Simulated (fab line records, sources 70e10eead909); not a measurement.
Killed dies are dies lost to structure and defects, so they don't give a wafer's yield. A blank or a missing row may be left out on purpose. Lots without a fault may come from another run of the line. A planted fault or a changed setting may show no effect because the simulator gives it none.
A struck lot beside a sound one | flow nand_harc | 18 steps out of a route of 1302
Sound: wafers L367.3, L367.4, L367.6. Struck: wafers L380.2, L380.5, L380.6. The cause comes at the end.
At each step with rows: each side's tool, then ch and its chambers, then its first start. Under that, the readings that differ: sound wafers | struck wafers | difference of the means | sigmas: that difference in standard deviations of wafers without a fault.
alike: readings whose means differ by less than 2 such deviations, and words and numbers that are the same on both sides. not compared: withheld readings, readings that some wafer has no value for, bounds like >300 that may hide the same value, and numbers for which the record gives no deviation and whose values overlap.
The two part at a step that has a row with sigmas, a row that says differs or no value, or rows on one side only. Numbers that don't overlap but have no deviation are shown without sigmas and don't part them. A reading that every wafer of one side lacks parts them only if that side has two wafers or more.

NHARC_P_GATE_CD_MEAS_46: target cd 720 nm.
  sound on cd_sem-03 ch 0, day 5 23:57; struck on cd_sem-03 ch 0, day 11 12:15
  alike: cd_nm
then, 1 step without rows for these wafers: NHARC_P_GATE_HARDBAKE_47 (time 80 s).
NHARC_P_GATE_DESCUM_48: chemistry O2, time 3 s.
  sound on rie_diel-05 ch 0,1,3, day 6 00:07; struck on rie_diel-09 ch 1,2,3, day 11 12:26
  alike: drypump_motor_current_A, oes_product_au, rf_vpp_V, showerhead_plenum_p_Torr, throttle_valve_pct
  not compared: rf_hours_counter_h
then, 1 step without rows for these wafers: NHARC_P_GATE_IMPLANT_49.
NHARC_P_GATE_STRIP_111: strips in N2/H2, time 250 s.
  sound on plasma_asher-02 ch 0,1, day 6 00:35; struck on plasma_asher-01 ch 0,1, day 11 12:46
  alike: drypump_motor_current_A, heater_power_w, rf_refl_power_W
  not compared: rf_hours_counter_h
NHARC_P_GATE_STRIP_75: strips in O2.
  sound on plasma_asher-02 ch 0,1, day 6 00:48; struck on plasma_asher-01 ch 0,1, day 11 13:04
  alike: drypump_motor_current_A, heater_power_w, rf_refl_power_W
  not compared: rf_hours_counter_h
then, 6 steps without rows for these wafers: NHARC_P_GATE_STRIP_50 (strips in SPM, time 900 s); NHARC_P_GATE_DEHYDRATE_51 (time 120 s); NHARC_P_GATE_HMDS_52 (time 30 s); NHARC_P_GATE_COAT_53; NHARC_P_GATE_SOFTBAKE_54 (time 95 s); NHARC_P_GATE_EBR_55.
NHARC_P_GATE_EXPOSE_56: exposes mask P PSD, target cd 720 nm.
  sound on krf_scanner-01 ch 0, day 6 01:34; struck on krf_scanner-04 ch 0, day 11 13:43
  reading | sound                   | struck                  | difference | sigmas
  mask    | P_PSD#0 P_PSD#0 P_PSD#0 | P_HVN#0 P_HVN#0 P_HVN#0 | differs    |
then, 2 steps without rows for these wafers: NHARC_P_GATE_PEB_57 (peb time 85 s); NHARC_P_GATE_DEVELOP_58 (time 70 s).
NHARC_P_GATE_CD_MEAS_59: target cd 720 nm.
  sound on cd_sem-01 ch 0, day 6 01:43; struck on cd_sem-01 ch 0, day 11 13:52
  reading    | sound             | struck | difference                    | sigmas
  cd_nm (nm) | 722.7 721.3 722.4 | - - -  | no value on the struck wafers |
then, 1 step without rows for these wafers: NHARC_P_GATE_HARDBAKE_60 (time 80 s).
-- the record jumps here: 19 days lie between the struck wafers' starts before and after (it left off in module P_GATE and takes up again in module END, whose first step shown is number 1302 of the route) --
NHARC_END_SORT_01:
  the record has rows for the struck wafers here (prober-01 ch 0, day 30 08:37) and none for the sound ones

WHERE THEY PART
First at NHARC_P_GATE_EXPOSE_56; last, within this record, at NHARC_END_SORT_01.

WHY: what the simulator had put in
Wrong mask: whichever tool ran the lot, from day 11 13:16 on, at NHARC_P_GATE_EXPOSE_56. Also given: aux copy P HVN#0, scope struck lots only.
